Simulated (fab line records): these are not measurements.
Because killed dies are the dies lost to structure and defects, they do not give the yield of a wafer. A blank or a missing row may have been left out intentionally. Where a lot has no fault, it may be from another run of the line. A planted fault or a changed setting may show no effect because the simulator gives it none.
Comparing a struck lot with a sound one / flow n5 finfet / 37 out of 1938 route steps
Sound: these wafers, L697.1, L697.2, L697.3. Struck: wafers L719.3, L719.4, L719.5. The cause is named last.
Each step with rows lists, per side, the tool, then ch with its chambers, then its first start. Under that, the readings that differ: sound wafers / struck wafers / difference of the means / sigmas: that difference in standard deviations of wafers without a fault.
alike: readings with means less than 2 such deviations apart, plus words and numbers identical on both sides. not compared: withheld readings, readings lacking a value on some wafer, bounds such as >300 that could conceal the same value, and numbers that have no deviation in the record and whose values overlap.
The two part at a step that has a row with sigmas, a row that says differs or no value, or rows on one side only. Non-overlapping numbers with no deviation appear without sigmas and do not part them. Lack of a reading on every wafer of one side parts them only where that side has two or more wafers.

first, 9 steps without rows for these wafers: N5_BEOL_M4_ANNEAL_95 (time 240 s); N5_BEOL_M4_SPUTTER_96 (material Cu, target thk 4.5 nm, time 8.29 s); N5_BEOL_M4_ECD_50 (material Cu, target thk 300 nm); N5_BEOL_M4_ANNEAL_51 (time 90 s); N5_BEOL_M4_CMP_52 (polishes, stops on SiOC, t overpolish 6.8 s, target thk 40 nm); N5_BEOL_M4_PRE_CLEAN_60 (time 15 s); N5_BEOL_M4_CO_CAP_55 (material Co, precursor CCTBA/H2, target thk 2 nm, time 102.1 s); N5_BEOL_M4_PRE_CLEAN_56 (time 15 s); N5_BEOL_M4_DEP_57 (deposits SiCN from 3MS/NH3, target thk 8 nm, time 14 s).
N5_BEOL_M4_RC_MEAS_101:
  sound on prober-01 ch 0, day 7 14:26; struck on prober-02 ch 0, day 13 18:20
reading=VT_P (mV); sound=-252 -250 -250; struck=-244 -242 -243; difference=+8; sigmas=+2
  alike: DIBL_N, DIBL_P, IOFF_N, IOFF_P, ION_N, ION_P, SS_N, SS_P, VT_N
then, 24 steps without rows for these wafers: N5_BEOL_M5_ILD_DEP_00 (deposits SiCOH lowk from DEMS/porogen, target thk 140.64 nm, time 25.9 s); N5_BEOL_M5_CURE_79 (cures SiCOH lowk, time 240 s); N5_BEOL_M5_PECVD_70 (deposits SiO2 from TEOS/O2, target thk 16 nm, time 18 s); N5_BEOL_M5_HM_DEP_02 (deposits TiN, target thk 20 nm); N5_BEOL_M5_COAT_59 (time 60 s, resist thk 60 nm); N5_BEOL_M5_COAT_60 (time 60 s, resist thk 12 nm); N5_BEOL_M5_COAT_71 (time 60 s, resist thk 5 nm); N5_BEOL_M5_COAT_05 (resist thk 30 nm); N5_BEOL_M5_EBR_07; N5_BEOL_M5_SOFTBAKE_06 (time 60 s); N5_BEOL_M5_EXPOSE_08 (exposes mask M5, target cd 28 nm); N5_BEOL_M5_PEB_09 (peb time 60 s); N5_BEOL_M5_DEVELOP_10 (develop time 30 s); N5_BEOL_M5_DESCUM_16 (chemistry O2, time 7 s); N5_BEOL_M5_ETCH_72 (etches underlayer in N2/H2, target depth 6.5 nm, time 5.2 s); N5_BEOL_M5_ETCH_61 (etches SiARC in CF4, target depth 15.6 nm, time 26 s); N5_BEOL_M5_ETCH_62 (etches SOC in N2/H2, target depth 75 nm, overetch 15 nm, time 112.5 s); N5_BEOL_M5_STRIP_63 (strips in N2/H2); N5_BEOL_M5_STRIP_73 (strips in N2/H2); N5_BEOL_M5_STRIP_64 (strips in CF4); N5_BEOL_M5_HM_OPEN_17 (chemistry Cl2/BCl3, target TiN, target depth 20 nm, overetch 6 nm); N5_BEOL_M5_STRIP_19 (strips in O2); N5_BEOL_M5_COAT_65 (time 60 s, resist thk 60 nm); N5_BEOL_M5_COAT_66 (time 60 s, resist thk 12 nm).
N5_BEOL_M9_CVD_78: deposits Co from CCTBA/H2, target thk 2 nm, time 138.9 s.
  sound on cvd co-01 ch 0,1,2, day 9 03:13; struck on cvd co-01 ch 0,1,2, day 15 17:03
  no value came back on the struck wafers for chamber pressure Torr (Torr), run length s (s); on the sound wafers chamber pressure Torr (Torr) reads 29.96 29.96 30.11
N5_BEOL_M9_CMP_52: polishes, stops on SiCOH lowk, t overpolish 7 s, target thk 140 nm.
  sound on cmp-03 ch 0,2,3, day 9 04:02; struck on cmp-03 ch 1,2, day 15 17:45
reading=barrier field endpoint s (s); sound=30.3 29.7 28.9; struck=26.6 26.3 27.1; difference=-3.0; sigmas=-4
  alike: motor current A
-- a jump in the record: the struck wafers' starts before and after are 3 days apart (it breaks off in module BEOL_M9 and resumes in module PASSIVATION, where the first step shown is number 1936 of the route) --
N5_PASSIVATION_PROBE_49:
  struck on prober-02, day 18 06:55; sound on prober-02, day 11 08:49
reading=defect limited yield (%); sound=89.4 93.1 90.2; struck=20.6 19.2 20.8; difference=-70.7; sigmas=-44
reading=killed_at_M4_up; sound=22 10 16; struck=868 890 879; difference=+863; sigmas=+99 or more
reading=killed dies; sound=125 82 116; struck=937 954 934; difference=+834; sigmas=+44
reading=killed on rim; sound=15 13 14; struck=80 150 131; difference=+106; sigmas=+27
reading=killed open; sound=86 53 72; struck=43 46 33; difference=-30; sigmas=-2
reading=sort_bin_5_function (%); sound=6.2 3.6 4.7; struck=66.5 67.3 68.8; difference=+62.7; sigmas=+63
reading=sort_bin_6_memory (%); sound=4.0 2.5 4.3; struck=12.2 13.1 10.2; difference=+8.2; sigmas=+12
reading=sort n pass; sound=1055 1098 1064; struck=243 226 246; difference=-834; sigmas=-44
reading=sort yield pct (%); sound=89.4 93.1 90.2; struck=20.6 19.2 20.8; difference=-70.7; sigmas=-44
  alike: killed_at_M0_to_M3, killed at contacts, killed at front end, killed at other, killed short

== WHERE THEY PART ==
Earliest at N5_BEOL_M4_RC_MEAS_101; latest, in this record, at N5_PASSIVATION_PROBE_49.

WHY: the cause the simulator had injected
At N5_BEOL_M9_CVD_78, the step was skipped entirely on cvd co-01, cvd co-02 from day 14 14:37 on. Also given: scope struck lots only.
